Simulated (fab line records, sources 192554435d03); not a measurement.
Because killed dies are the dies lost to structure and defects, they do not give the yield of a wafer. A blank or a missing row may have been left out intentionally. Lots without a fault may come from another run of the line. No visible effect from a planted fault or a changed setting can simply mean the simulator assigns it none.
Matching of chambers :: flow n5_finfet :: rie_diel-01 running N5_FIN_SAQP_DESCUM_21: 4 sister chambers
The step chemistry O2, time 7.9 s. 22 wafers are shown with their chamber, then 11 later ones without.

WAFERS PAIRED WITH THEIR CHAMBERS
wafer: L076.3
chamber: 0
drypump_motor_current_A (A): 6.0
throttle_valve_pct (%): 20.28
oes_product_au (a.u.): 0.98

wafer: L076.4
chamber: 3
drypump_motor_current_A (A): 5.4
throttle_valve_pct (%): 20.95
oes_product_au (a.u.): 0.69

wafer: L076.6
chamber: 3
drypump_motor_current_A (A): 5.3
throttle_valve_pct (%): 20.97
oes_product_au (a.u.): 0.69

wafer: L077.1
chamber: 3
drypump_motor_current_A (A): 5.3
throttle_valve_pct (%): 20.96
oes_product_au (a.u.): 0.69

wafer: L077.2
chamber: 0
drypump_motor_current_A (A): 6.0
throttle_valve_pct (%): 20.31
oes_product_au (a.u.): 0.98

wafer: L077.3
chamber: 2
drypump_motor_current_A (A): 5.9
throttle_valve_pct (%): 20.59
oes_product_au (a.u.): 0.73

wafer: L079.1
chamber: 2
drypump_motor_current_A (A): 5.9
throttle_valve_pct (%): 20.60
oes_product_au (a.u.): 0.73

wafer: L079.3
chamber: 3
drypump_motor_current_A (A): 5.3
throttle_valve_pct (%): 20.97
oes_product_au (a.u.): 0.69

wafer: L079.5
chamber: 1
drypump_motor_current_A (A): 6.1
throttle_valve_pct (%): 20.65
oes_product_au (a.u.): 0.71

wafer: L081.2
chamber: 2
drypump_motor_current_A (A): 5.9
throttle_valve_pct (%): 20.62
oes_product_au (a.u.): 0.72

wafer: L081.3
chamber: 3
drypump_motor_current_A (A): 5.3
throttle_valve_pct (%): 20.99
oes_product_au (a.u.): 0.69

wafer: L081.4
chamber: 0
drypump_motor_current_A (A): 6.0
throttle_valve_pct (%): 20.31
oes_product_au (a.u.): 0.94

wafer: L088.1
chamber: 2
drypump_motor_current_A (A): 5.9
throttle_valve_pct (%): 20.61
oes_product_au (a.u.): 0.72

wafer: L088.5
chamber: 1
drypump_motor_current_A (A): 6.1
throttle_valve_pct (%): 20.70
oes_product_au (a.u.): 0.71

wafer: L088.6
chamber: 2
drypump_motor_current_A (A): 5.9
throttle_valve_pct (%): 20.63
oes_product_au (a.u.): 0.72

wafer: L089.1
chamber: 0
drypump_motor_current_A (A): 6.0
throttle_valve_pct (%): 20.35
oes_product_au (a.u.): 0.90

wafer: L089.2
chamber: 3
drypump_motor_current_A (A): 5.3
throttle_valve_pct (%): 20.61
oes_product_au (a.u.): 0.97

wafer: L089.6
chamber: 0
drypump_motor_current_A (A): 6.0
throttle_valve_pct (%): 20.34
oes_product_au (a.u.): 0.90

wafer: L090.1
chamber: 0
drypump_motor_current_A (A): 6.0
throttle_valve_pct (%): 20.33
oes_product_au (a.u.): 0.90

wafer: L090.4
chamber: 2
drypump_motor_current_A (A): 5.9
throttle_valve_pct (%): 20.62
oes_product_au (a.u.): 0.72

wafer: L090.5
chamber: 0
drypump_motor_current_A (A): 6.0
throttle_valve_pct (%): 20.33
oes_product_au (a.u.): 0.90

wafer: L092.2
chamber: 3
drypump_motor_current_A (A): 5.3
throttle_valve_pct (%): 20.60
oes_product_au (a.u.): 0.94

SIGNATURES (averages over the wafers above)
reading: drypump_motor_current_A
chamber 0: 6.000
chamber 1: 6.100
chamber 2: 5.900
chamber 3: 5.314
scatter within a chamber: 0.0218

reading: throttle_valve_pct
chamber 0: 20.3214
chamber 1: 20.6750
chamber 2: 20.6117
chamber 3: 20.8643
scatter within a chamber: 0.104

reading: oes_product_au
chamber 0: 0.9286
chamber 1: 0.7100
chamber 2: 0.7233
chamber 3: 0.7657
scatter within a chamber: 0.078
Rule: for a wafer and a chamber, the distance is found by dividing, reading by reading, the gap between the wafer's reading and the chamber's mean by the reading's scatter, squaring, summing and taking the root. The wafer belongs to the nearest chamber; if the next one is less than 2 further off, it can't be placed. The scatter: take each reading less its chamber's mean, square it, sum over the shown wafers, divide by the number of wafers less the number of chambers, and take the root.

WAFERS WITHOUT THEIR CHAMBER
wafer: L092.3
drypump_motor_current_A (A): 5.9
throttle_valve_pct (%): 20.65
oes_product_au (a.u.): 0.71

wafer: L092.6
drypump_motor_current_A (A): 5.9
throttle_valve_pct (%): 20.63
oes_product_au (a.u.): 0.71

wafer: L093.2
drypump_motor_current_A (A): 5.3
throttle_valve_pct (%): 20.63
oes_product_au (a.u.): 0.94

wafer: L093.5
drypump_motor_current_A (A): 5.3
throttle_valve_pct (%): 20.63
oes_product_au (a.u.): 0.94

wafer: L093.6
drypump_motor_current_A (A): 5.9
throttle_valve_pct (%): 20.63
oes_product_au (a.u.): 0.71

wafer: L094.2
drypump_motor_current_A (A): 6.1
throttle_valve_pct (%): 20.69
oes_product_au (a.u.): 0.70

wafer: L094.3
drypump_motor_current_A (A): 6.0
throttle_valve_pct (%): 20.34
oes_product_au (a.u.): 0.89

wafer: L094.4
drypump_motor_current_A (A): 5.3
throttle_valve_pct (%): 20.62
oes_product_au (a.u.): 0.92

wafer: L095.3
drypump_motor_current_A (A): 6.1
throttle_valve_pct (%): 20.72
oes_product_au (a.u.): 0.70

wafer: L095.5
drypump_motor_current_A (A): 6.0
throttle_valve_pct (%): 20.34
oes_product_au (a.u.): 0.89

wafer: L095.6
drypump_motor_current_A (A): 6.0
throttle_valve_pct (%): 20.71
oes_product_au (a.u.): 0.70

EACH ONE'S CHAMBER
wafer: L092.3
from the rows above: 2
in truth: 2

wafer: L092.6
from the rows above: 2
in truth: 2

wafer: L093.2
from the rows above: 3
in truth: 3

wafer: L093.5
from the rows above: 3
in truth: 3

wafer: L093.6
from the rows above: 2
in truth: 2

wafer: L094.2
from the rows above: 1
in truth: 1

wafer: L094.3
from the rows above: 0
in truth: 0

wafer: L094.4
from the rows above: 3
in truth: 3

wafer: L095.3
from the rows above: 1
in truth: 1

wafer: L095.5
from the rows above: 0
in truth: 0

wafer: L095.6
from the rows above: can't be placed: 1 or 2 or 0
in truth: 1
Placed correctly: 10 of 11. These rows do not allow placing 1 (true chamber among the candidates in 1). Number placed wrongly: 0.
